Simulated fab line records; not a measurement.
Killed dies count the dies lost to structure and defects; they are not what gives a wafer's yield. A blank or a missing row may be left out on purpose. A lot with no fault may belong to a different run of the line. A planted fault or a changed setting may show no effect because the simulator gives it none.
Matching of chambers ; flow n5 finfet ; N5_BEOL_M15_DESCUM_33 on rie diel-05: 4 sister chambers
The step chemistry O2, time 7.9 s. 18 wafers are shown with their chamber, then 9 later ones without.

WAFERS, EACH WITH ITS CHAMBER
wafer;chamber;showerhead plenum p Torr (Torr);drypump motor current A (A);throttle valve pct (%)
L076.2;0;1.95;5.6;20.55
L076.5;0;1.95;5.6;20.55
L076.6;3;2.17;5.8;20.32
L075.3;3;2.17;5.8;20.32
L075.5;3;2.17;5.8;20.31
L075.6;2;2.19;6.7;20.00
L077.2;1;2.20;6.0;20.19
L077.5;2;2.19;6.7;20.02
L077.6;1;2.20;6.1;20.17
L079.3;1;2.20;6.1;20.18
L079.5;3;2.17;5.8;20.35
L079.6;2;2.19;6.8;20.01
L081.2;1;2.20;6.1;20.20
L081.4;3;2.17;5.8;20.34
L081.6;2;2.19;6.7;20.03
L084.3;0;1.94;5.6;20.58
L084.4;3;2.17;5.8;20.33
L084.5;3;2.17;5.8;20.33

SIGNATURES (averages over the wafers above)
reading;chamber 0;chamber 1;chamber 2;chamber 3;scatter within a chamber
showerhead plenum p Torr;1.9467;2.2000;2.1900;2.1700;0.00218
drypump motor current A;5.600;6.075;6.725;5.800;0.0327
throttle valve pct;20.5600;20.1850;20.0150;20.3286;0.0139
Rule: for a wafer and a chamber, the distance is found by dividing, reading by reading, the gap between the wafer's reading and the chamber's mean by the reading's scatter, squaring, summing and taking the root. If the next closest chamber is less than 2 further off than the closest, the wafer can't be placed; otherwise it belongs to the closest. The scatter: the root of (the sum of the squares of (reading less its chamber's mean) over the shown wafers, divided by (wafers less chambers)).

WAFERS WITH NO CHAMBER GIVEN
wafer;showerhead plenum p Torr (Torr);drypump motor current A (A);throttle valve pct (%)
L093.1;2.16;5.8;20.00
L093.5;2.18;6.8;20.06
L093.6;2.19;6.1;20.22
L094.2;2.19;6.1;20.22
L094.3;2.16;5.8;20.01
L094.5;2.19;6.1;20.22
L096.2;2.18;6.7;20.09
L096.3;2.19;6.1;20.23
L096.4;2.16;5.8;20.01

WHICH CHAMBER EACH ONE RAN IN
wafer;from the rows above;in truth
L093.1;can't be placed: 3 or 1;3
L093.5;2;2
L093.6;1;1
L094.2;1;1
L094.3;can't be placed: 3 or 1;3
L094.5;1;1
L096.2;2;2
L096.3;1;1
L096.4;can't be placed: 3 or 1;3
Placed correctly: 6 of 9. Cannot be placed on the basis of these rows: 3; the candidates contain the true chamber in 3. Number placed wrongly: 0.
